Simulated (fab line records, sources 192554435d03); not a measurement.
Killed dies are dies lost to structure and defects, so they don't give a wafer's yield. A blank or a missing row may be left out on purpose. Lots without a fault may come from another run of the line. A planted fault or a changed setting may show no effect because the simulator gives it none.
Chamber matching | flow n5_finfet | N5_BEOL_M6_STRIP_67 on rie_diel-03: 4 sister chambers
The step strips in CF4. 24 wafers are shown with their chamber, then 12 later ones without.

WAFERS WITH THEIR CHAMBER
wafer  | chamber | drypump_motor_current_A (A) | throttle_valve_pct (%) | oes_product_au (a.u.)
L078.2 | 3       | 6.0                         | 13.34                  | 0.94
L078.4 | 2       | 5.9                         | 13.63                  | 0.70
L078.6 | 3       | 6.0                         | 13.35                  | 0.93
L077.2 | 3       | 6.0                         | 13.37                  | 0.92
L077.3 | 1       | 5.5                         | 13.60                  | 0.71
L077.6 | 1       | 5.4                         | 13.59                  | 0.72
L074.2 | 1       | 5.4                         | 13.63                  | 0.71
L074.4 | 3       | 6.0                         | 13.39                  | 0.90
L074.5 | 0       | 6.1                         | 13.93                  | 0.69
L079.1 | 1       | 5.5                         | 13.62                  | 0.71
L079.2 | 3       | 6.0                         | 13.40                  | 0.89
L079.3 | 2       | 5.9                         | 13.06                  | 0.99
L084.1 | 1       | 5.5                         | 13.62                  | 0.71
L084.2 | 2       | 5.9                         | 13.10                  | 0.98
L084.3 | 3       | 6.0                         | 13.39                  | 0.89
L083.1 | 0       | 6.1                         | 13.98                  | 0.69
L083.3 | 1       | 5.5                         | 13.66                  | 0.70
L083.4 | 2       | 5.9                         | 13.09                  | 0.94
L091.2 | 2       | 5.9                         | 13.11                  | 0.92
L091.4 | 0       | 6.1                         | 13.98                  | 0.68
L091.5 | 1       | 5.5                         | 13.66                  | 0.70
L090.2 | 0       | 6.1                         | 13.98                  | 0.69
L090.5 | 0       | 6.1                         | 14.00                  | 0.68
L090.6 | 3       | 6.0                         | 13.42                  | 0.86

SIGNATURES (means of the wafers above)
reading                 | chamber 0 | chamber 1 | chamber 2 | chamber 3 | scatter within a chamber
drypump_motor_current_A | 6.100     | 5.471     | 5.900     | 6.000     | 0.0267
throttle_valve_pct      | 13.9740   | 13.6257   | 13.1980   | 13.3800   | 0.111
oes_product_au          | 0.6860    | 0.7086    | 0.9060    | 0.9043    | 0.0554
Rule: a wafer's distance from a chamber is the root of the sum, over the readings, of the square of ((its reading less the chamber's mean) divided by the reading's scatter). The wafer belongs to the nearest chamber; if the next one is less than 2 further off, it can't be placed. The scatter: the root of (the sum of the squares of (reading less its chamber's mean) over the shown wafers, divided by (wafers less chambers)).

WAFERS WITHOUT THEIR CHAMBER
wafer  | drypump_motor_current_A (A) | throttle_valve_pct (%) | oes_product_au (a.u.)
L088.3 | 5.9                         | 13.13                  | 0.91
L088.4 | 6.0                         | 13.45                  | 0.86
L088.5 | 5.9                         | 13.11                  | 0.92
L089.2 | 6.1                         | 14.01                  | 0.68
L089.4 | 6.1                         | 14.00                  | 0.69
L089.5 | 6.0                         | 13.45                  | 0.86
L092.2 | 5.5                         | 13.13                  | 0.99
L092.3 | 6.1                         | 14.03                  | 0.68
L092.4 | 5.9                         | 13.13                  | 0.89
L096.1 | 5.9                         | 13.16                  | 0.88
L096.2 | 6.0                         | 13.49                  | 0.84
L096.6 | 5.9                         | 13.17                  | 0.88

WHICH CHAMBER EACH WENT THROUGH
wafer  | from the rows above | in truth
L088.3 | 2                   | 2
L088.4 | 3                   | 3
L088.5 | 2                   | 2
L089.2 | 0                   | 0
L089.4 | 0                   | 0
L089.5 | 3                   | 3
L092.2 | 1                   | 1
L092.3 | 0                   | 0
L092.4 | 2                   | 2
L096.1 | 2                   | 2
L096.2 | 3                   | 3
L096.6 | 2                   | 2
Placed correctly: 12 of 12. Can't be placed from these rows: 0. Placed wrongly: 0.
